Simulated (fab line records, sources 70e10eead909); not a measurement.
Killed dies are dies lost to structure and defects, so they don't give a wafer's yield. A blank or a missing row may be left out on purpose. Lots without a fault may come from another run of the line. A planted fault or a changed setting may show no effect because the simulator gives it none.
Which tool did it? | flow nand_harc | 13 lots, 39 wafers sampled, at 6 steps of a route of 1302

WHAT THE GAUGES READ, wafer by wafer
NHARC_P_BONDPAD_CD_MEAS_09: target cd 500 nm.
lot  | measured     | on        | cd_nm (nm)
L477 | day 7 02:47  | cd_sem-01 | 500.5 501.0 500.4
L478 | day 7 07:35  | cd_sem-02 | 500.3 499.6 498.7
L479 | day 8 00:35  | cd_sem-02 | 500.9 499.3 499.1
L480 | day 8 08:58  | cd_sem-03 | 499.7 498.1 499.5
L481 | day 8 13:39  | cd_sem-02 | 501.8 500.3 501.1
L482 | day 9 05:21  | cd_sem-02 | 503.2 499.0 498.5
L484 | day 9 17:06  | cd_sem-02 | 500.6 501.5 501.6
L486 | day 10 20:52 | cd_sem-02 | 500.3 498.9 499.7
L487 | day 10 23:49 | cd_sem-03 | 499.4 499.2 498.9
L492 | day 13 07:04 | cd_sem-02 | 499.6 499.3 502.0
L494 | day 14 04:13 | cd_sem-03 | 502.2 500.5 499.0
L498 | day 15 13:50 | cd_sem-02 | 497.1 498.8 500.1
L499 | day 16 05:41 | cd_sem-01 | 499.9 502.4 500.7

NHARC_A_ONON_D1_THK_MEAS_11: measures by ellipsometry.
lot  | measured     | on            | thk_nm (nm)
L477 | day 8 06:16  | film_metro-02 | 1013 1013 1014
L478 | day 8 12:09  | film_metro-01 | 1006 1008 1005
L479 | day 9 07:01  | film_metro-02 | 980 980 982
L480 | day 9 13:05  | film_metro-01 | 997 998 999
L481 | day 9 17:12  | film_metro-02 | 991 989 990
L482 | day 10 14:11 | film_metro-02 | 1000 1000 998
L484 | day 11 02:20 | film_metro-01 | 1000 999 999
L486 | day 12 01:13 | film_metro-01 | 1003 1001 1003
L487 | day 12 01:12 | film_metro-02 | 1013 1011 1013
L492 | day 14 14:12 | film_metro-02 | 994 995 996
L494 | day 15 08:26 | film_metro-01 | 1005 1006 1004
L498 | day 16 18:40 | film_metro-01 | 1008 1008 1007
L499 | day 17 09:40 | film_metro-02 | 988 987 986

NHARC_A_ONON_D1_THK_MEAS_21: measures by ellipsometry.
lot  | measured     | on            | thk_nm (nm)
L477 | day 8 15:02  | film_metro-01 | 998 999 998
L478 | day 9 00:43  | film_metro-01 | 1000 999 999
L479 | day 9 15:53  | film_metro-02 | 1003 1004 1003
L480 | day 10 00:19 | film_metro-02 | 998 997 999
L481 | day 10 00:22 | film_metro-01 | 1006 1007 1005
L482 | day 10 23:53 | film_metro-01 | 990 990 990
L484 | day 11 13:57 | film_metro-01 | 997 999 998
L486 | day 12 12:36 | film_metro-02 | 998 1000 998
L487 | day 12 12:37 | film_metro-01 | 1003 1003 1002
L492 | day 14 23:29 | film_metro-02 | 1711 1709 1710
L494 | day 15 17:20 | film_metro-02 | 1700 1699 1698
L498 | day 17 04:05 | film_metro-01 | 1008 1011 1009
L499 | day 17 21:38 | film_metro-02 | 995 995 995

NHARC_END_SORT_01.
lot  | measured     | on        | killed_at_array | killed_at_other | killed_at_periphery | killed_dies | killed_open | killed_short
L492 | day 30 18:16 | prober-01 | 674 674 675     | 2 2 0           | 1 1 2               | 677 677 677 | 1 6 4       | 0 3 3
L494 | day 32 04:08 | prober-01 | 676 677 676     | 0 0 0           | 1 0 1               | 677 677 677 | 3 1 3       | 3 0 4

WHICH TOOL RAN EACH LOT (tool, then ch and the chambers of the sampled wafers, then the start)
lot  | NHARC_P_BONDPAD_DEGAS_25     | NHARC_A_ONON_D1_DEP_19
L477 | pvd_sputter-03, day 7 03:56  | pecvd_onon-01 ch 0, day 8 14:35
L478 | pvd_sputter-02, day 7 08:44  | pecvd_onon-01 ch 0, day 9 00:13
L479 | pvd_sputter-02, day 8 02:14  | pecvd_onon-02 ch 0, day 9 15:26
L480 | pvd_sputter-01, day 8 10:07  | pecvd_onon-02 ch 0, day 9 23:52
L481 | pvd_sputter-01, day 8 14:47  | pecvd_onon-01 ch 0, day 9 23:49
L482 | pvd_sputter-03, day 9 06:36  | pecvd_onon-01 ch 0, day 10 23:30
L484 | pvd_sputter-03, day 9 18:16  | pecvd_onon-03 ch 0, day 11 13:27
L486 | pvd_sputter-02, day 10 22:02 | pecvd_onon-03 ch 0, day 12 12:13
L487 | pvd_sputter-01, day 11 01:04 | pecvd_onon-02 ch 0, day 12 12:13
L492 | pvd_sputter-03, day 13 08:13 | pecvd_onon-03 ch 0, day 14 23:03
L494 | pvd_sputter-01, day 14 05:27 | pecvd_onon-03 ch 0, day 15 16:50
L498 | pvd_sputter-01, day 15 14:59 | pecvd_onon-01 ch 0, day 17 03:34
L499 | pvd_sputter-03, day 16 06:50 | pecvd_onon-02 ch 0, day 17 21:10
- NHARC_P_BONDPAD_DEGAS_25: time 60 s.
- NHARC_A_ONON_D1_DEP_19: target thk 1000 nm.

WHAT THE TOOLS THEMSELVES READ (means of the sampled wafers that have a number; where no wafer has one, the mark that the record gives instead)
NHARC_P_BONDPAD_DEGAS_25.
lot  | tool           | heater_power_w (W)
L477 | pvd_sputter-03 | 442
L478 | pvd_sputter-02 | 460
L479 | pvd_sputter-02 | 447
L480 | pvd_sputter-01 | 538
L481 | pvd_sputter-01 | 522
L482 | pvd_sputter-03 | 430
L484 | pvd_sputter-03 | 451
L486 | pvd_sputter-02 | 463
L487 | pvd_sputter-01 | 526
L492 | pvd_sputter-03 | 454
L494 | pvd_sputter-01 | 561
L498 | pvd_sputter-01 | 547
L499 | pvd_sputter-03 | 445

NHARC_A_ONON_D1_DEP_19.
lot  | tool          | nh3_flow_sccm (sccm)
L477 | pecvd_onon-01 | 500.4
L478 | pecvd_onon-01 | 500.4
L479 | pecvd_onon-02 | 500.0
L480 | pecvd_onon-02 | 501.3
L481 | pecvd_onon-01 | 500.3
L482 | pecvd_onon-01 | 501.4
L484 | pecvd_onon-03 | 500.4
L486 | pecvd_onon-03 | 499.8
L487 | pecvd_onon-02 | 500.4
L492 | pecvd_onon-03 | 499.7
L494 | pecvd_onon-03 | 502.5
L498 | pecvd_onon-01 | 498.6
L499 | pecvd_onon-02 | 498.4

THE ANSWER, worked out from the rows above alone
Rule: what is usual is taken from the lots themselves. Put in order of their means at a reading, lots are off if they are a third of the lots or fewer, leave a main group of 4 or more, and stand apart from it by a gap of 3 or more times the standard deviation of the main group's means; of several such gaps the widest counts. A main group whose means are all the same, to the digits that the tables above print for the reading, isn't used. A lot without any number at a reading at which 4 lots or more have one is off too. The other lots that the step has rows for count as sound. The gauges are gone through in route order, then the tools' own readings, and for those a lot's mean is taken as printed above. The first step at which some lot is off is used, and at that step the reading that is off furthest; a lot without a number counts as furthest.
Off: L492, L494, at NHARC_A_ONON_D1_THK_MEAS_21 (thk_nm). The main group: mean 1000 nm, standard deviation 5.
A tool fits if, at a process step before that reading, it ran every lot that is off, and no sound lot after the first of them. The gauges at NHARC_A_ONON_D1_THK_MEAS_21 are tried like those tools. One fits: pecvd_onon-03 at NHARC_A_ONON_D1_DEP_19. Its last sound lot is L486 (day 12 12:13), its first lot that is off L492 (day 14 23:03): a fault that began between those two fits.

WHAT THE SIMULATOR HAD PUT IN
Process parameter drift: pecvd_onon-03, from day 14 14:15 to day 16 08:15, at NHARC_A_ONON_D1_DEP_19. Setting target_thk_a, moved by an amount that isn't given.
Lots struck among those shown: L492, L494. The rule above found the same.
